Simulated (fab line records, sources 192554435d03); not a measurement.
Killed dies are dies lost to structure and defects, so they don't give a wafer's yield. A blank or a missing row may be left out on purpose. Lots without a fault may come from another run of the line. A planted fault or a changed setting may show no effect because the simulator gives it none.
Split-lot experiment | flow n5_finfet | 7 lots, 39 wafers read, on a route of 1938 steps

THE SPLIT
At N5_SD_EPI_N_DESCUM_14 (chemistry O2, time 7.9 s), the setting time_s was moved away from the recipe's 7.9 s on 12 of the 39 wafers read, by +15.1% to +49.4%. The other wafers ran this setting at the recipe's value.

The reading is taken at the split's own step.

THE READING
CAR-ArF-block_of_SD_EPI_N_COAT_03.thk_nm (the simulator's own value, which no gauge read), in nm, at N5_SD_EPI_N_DESCUM_14 (chemistry O2, time 7.9 s). The file gives no usual value for it. The 27 wafers here that ran the recipe average 143.5 nm, standard deviation 0.38 nm.

wafer  | tool, chamber at the split | time_s as run, s | against the recipe | CAR-ArF-block_of_SD_EPI_N_COAT_03.thk_nm, nm | against lot-mates on the recipe
L077.1 | rie_diel-03, 2,1           | 11.8             | +49.4%             | 141.4                                        | -2.0
L077.3 | rie_diel-03, 2,1           | 11.8             | +49.4%             | 141.4                                        | -2.0
L077.2 | rie_diel-03, 3             | 7.9              | recipe             | 143                                          | -
L077.4 | rie_diel-03, 0             | 7.9              | recipe             | 143.6                                        | -
L077.5 | rie_diel-03, 0             | 7.9              | recipe             | 143.6                                        | -
L077.6 | rie_diel-03, 3             | 11.8             | +49.4%             | 140.4                                        | -3.0
L079.1 | rie_diel-05, 2             | 7.9              | recipe             | 143.6                                        | -
L079.3 | rie_diel-05, 1             | 7.9              | recipe             | 144                                          | -
L079.4 | rie_diel-05, 0             | 7.9              | recipe             | 144.2                                        | -
L087.1 | rie_diel-01, 2,3,1         | 7.9              | recipe             | 143.2                                        | -
L087.3 | rie_diel-01, 2,3,1         | 7.9              | recipe             | 143.2                                        | -
L087.5 | rie_diel-01, 2,3,1         | 7.9              | recipe             | 143.2                                        | -
L087.2 | rie_diel-01, 1             | 7.9              | recipe             | 143.6                                        | -
L087.4 | rie_diel-01, 0             | 7.9              | recipe             | 143                                          | -
L087.6 | rie_diel-01, 2             | 7.9              | recipe             | 143.4                                        | -
L091.1 | rie_diel-03, 0             | 7.9              | recipe             | 143.2                                        | -
L091.2 | rie_diel-03, 1             | 7.9              | recipe             | 143.8                                        | -
L091.3 | rie_diel-03, 0,1           | 7.9              | recipe             | 143.6                                        | -
L091.4 | rie_diel-03, 0,1           | 7.9              | recipe             | 143.6                                        | -
L091.5 | rie_diel-03, 1             | 7.9              | recipe             | 142.8                                        | -
L091.6 | rie_diel-03, 0             | 7.9              | recipe             | 143.4                                        | -
L092.1 | rie_diel-01, 0             | 10.78            | +36.5%             | 142                                          | -2.1
L092.2 | rie_diel-01, 1             | 10.78            | +36.5%             | 142.2                                        | -1.9
L092.3 | rie_diel-01, 2             | 10.78            | +36.5%             | 142.6                                        | -1.5
L092.4 | rie_diel-01, 0,1           | 7.9              | recipe             | 144                                          | -
L092.6 | rie_diel-01, 0,1           | 7.9              | recipe             | 144                                          | -
L092.5 | rie_diel-01, 2             | 7.9              | recipe             | 144.2                                        | -
L094.1 | rie_diel-01, 1,0           | 7.9              | recipe             | 143.8                                        | -
L094.3 | rie_diel-01, 1,0           | 7.9              | recipe             | 143.8                                        | -
L094.2 | rie_diel-01, 2,1,0         | 9.094            | +15.1%             | 142.8                                        | -0.8
L094.4 | rie_diel-01, 2,1,0         | 9.094            | +15.1%             | 142.8                                        | -0.8
L094.5 | rie_diel-01, 2,1,0         | 9.094            | +15.1%             | 142.8                                        | -0.8
L094.6 | rie_diel-01, 2             | 7.9              | recipe             | 143.2                                        | -
L095.1 | rie_diel-03, 2             | 7.9              | recipe             | 143                                          | -
L095.2 | rie_diel-03, 0             | 7.9              | recipe             | 143.4                                        | -
L095.3 | rie_diel-03, 3             | 11.12            | +40.8%             | 141.6                                        | -1.8
L095.4 | rie_diel-03, 1             | 11.12            | +40.8%             | 141.8                                        | -1.6
L095.5 | rie_diel-03, 3             | 11.12            | +40.8%             | 141.4                                        | -2.0
L095.6 | rie_diel-03, 2             | 7.9              | recipe             | 143.8                                        | -
Where a row lists several chambers, the file gives one row for several wafers and doesn't say which wafer went through which chamber.

THE FIT
A straight line over all 39 wafers: CAR-ArF-block_of_SD_EPI_N_COAT_03.thk_nm changes by -0.0456 nm for each +1% of time_s; r = -0.91; the points scatter about the line by 0.38 nm.
The same after taking each lot's own level away (the mean of its wafers on the recipe; 39 wafers): -0.0469 nm for each +1%; r = -0.95; scatter 0.28 nm.
On that fit, the largest move of time_s shifts the reading by 2.3 nm.
The lots' own levels span 143.27 to 144.07 nm, that is 2.1 times the standard deviation above.
So the lot-to-lot level changes the slope little: the two slopes agree.
Check: with one of the wafers moved furthest among these (+49.4%) left out of the fit, the line predicts -2.38 nm for it against its lot-mates. It came out at -2 nm against them.

THE FILE'S OWN FIT
CAR-ArF-block_of_SD_EPI_N_COAT_03.thk_nm changes by -0.0471 nm for each +1% of time_s, r = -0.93.
